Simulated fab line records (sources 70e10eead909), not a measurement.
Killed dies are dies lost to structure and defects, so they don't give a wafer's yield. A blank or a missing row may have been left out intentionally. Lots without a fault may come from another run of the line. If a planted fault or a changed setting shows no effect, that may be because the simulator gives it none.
Matching of chambers    flow nandHarc    rieDiel-12 running NHARC_A_STAIRCASE_ETCH_253: 4 sister chambers
The step etches the open film in C4F8/O2, target depth 50 nm, time 20.2 s. 8 wafers are shown with their chamber, then 9 later ones without.

WAFERS PAIRED WITH THEIR CHAMBERS
wafer   chamber  rfVppV (V)  oesProductAu (a.u.)
L076.1  1        901         0.935
L085.3  3        904         0.979
L087.1  3        905         0.988
L087.2  0        903         0.968
L087.6  0        904         0.963
L091.3  2        890         0.952
L091.4  1        900         0.935
L091.6  2        889         0.943

WAFERS WHOSE CHAMBER IS MISSING
wafer   rfVppV (V)  oesProductAu (a.u.)
L092.1  889         0.984
L092.2  900         0.967
L092.3  906         0.982
L095.2  904         0.946
L095.3  890         0.956
L095.6  900         0.934
L096.1  905         0.947
L096.2  890         0.976
L096.6  899         0.948

WHICH CHAMBER EACH ONE RAN IN
wafer   from the rows above      in truth
L092.1  2                        2
L092.2  can't be placed: 0 or 1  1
L092.3  3                        3
L095.2  can't be placed: 0 or 1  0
L095.3  2                        2
L095.6  1                        1
L096.1  0                        0
L096.2  2                        2
L096.6  1                        1
Correctly placed: 7 of 9. Cannot be placed on the basis of these rows: 2; the candidates contain the true chamber in 2. 0 placed wrongly.
How it was worked out, from the rows above alone: a wafer's distance from a chamber is the root of the sum, over the readings, of the square of ((its reading less the chamber's mean) divided by the reading's scatter). The wafer belongs to the nearest chamber; if the next one is less than 2 further off, it can't be placed. Each chamber's mean is taken over the wafers shown for it. How the scatter is found: for the shown wafers, subtract from each reading the mean of its chamber, square and add these, divide the total by (wafers less chambers), then take the root.
